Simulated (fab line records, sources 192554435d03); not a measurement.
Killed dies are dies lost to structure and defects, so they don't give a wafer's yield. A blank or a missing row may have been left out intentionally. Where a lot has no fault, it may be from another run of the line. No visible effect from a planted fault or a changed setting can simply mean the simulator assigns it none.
Which of the tools did it?	flow n5 finfet	36 wafers from 12 lots sampled at 2 of the route's 1938 steps

## WHAT THE GAUGES SHOWED, per wafer
N5_MOL_CONTACT_COAG_OVL_MEAS_85.
lot	measured	on	VG_OVL (nm)
L075	day 5 16:06	overlay-02	1.0 1.2 0.8
L077	day 5 21:38	overlay-02	0.9 -0.1 -0.5
L079	day 6 11:12	overlay-01	0.4 0.3 0.9
L081	day 6 20:41	overlay-02	0.3 -0.1 0.3
L083	day 7 09:46	overlay-02	0.1 -0.3 -0.8
L085	day 7 18:05	overlay-02	0.1 -0.1 -0.7
L087	day 8 10:35	overlay-01	-0.5 -0.9 -0.7
L089	day 8 20:08	overlay-02	-0.6 0.1 -0.3
L091	day 9 08:13	overlay-02	0.3 0.0 -0.4
L093	day 9 19:58	overlay-01	-0.1 0.6 0.6
L095	day 10 11:38	overlay-01	-0.8 -0.2 -1.3
L097	day 10 22:01	overlay-02	0.1 -1.1 -1.5

## EACH LOT AND THE TOOL THAT RAN IT (in order: tool; ch and the chambers of the sampled wafers; start)
lot	N5_MOL_CONTACT_COAG_CMP_28
L075	cmp-04 ch 2,3, day 5 14:49
L077	cmp-04 ch 1,2,3, day 5 20:30
L079	cmp-04 ch 0,2,3, day 6 09:59
L081	cmp-04 ch 0,2,3, day 6 19:25
L083	cmp-04 ch 1,2, day 7 08:21
L085	cmp-04 ch 0,1, day 7 16:53
L087	cmp-02 ch 0,2, day 8 09:16
L089	cmp-01 ch 0,1,3, day 8 19:01
L091	cmp-01 ch 0,2,3, day 9 07:05
L093	cmp-04 ch 2,3, day 9 18:44
L095	cmp-01 ch 0,1, day 10 10:26
L097	cmp-04 ch 1,3, day 10 20:43
- N5_MOL_CONTACT_COAG_CMP_28: polishes, stops on SiNx, t overpolish 0.85 s, target thk 14.522 nm.

## THE ANSWER, worked out from the rows above alone
Rule: usual is defined by the lots themselves. Put in order of their means at a reading, lots are off if they are a third of the lots or fewer, leave a main group of 4 or more, and stand apart from it by a gap of 3 or more times the standard deviation of the main group's means; of several such gaps the widest counts. A main group whose means are all the same, to the digits that the tables above print for the reading, isn't used. Also off: a lot with no number at a reading for which 4 or more lots have one. The other lots that the step has rows for count as sound.
Across all readings shown, no lot is off: no conclusion can be drawn from this.

## WHAT HAD BEEN PUT IN BY THE SIMULATOR
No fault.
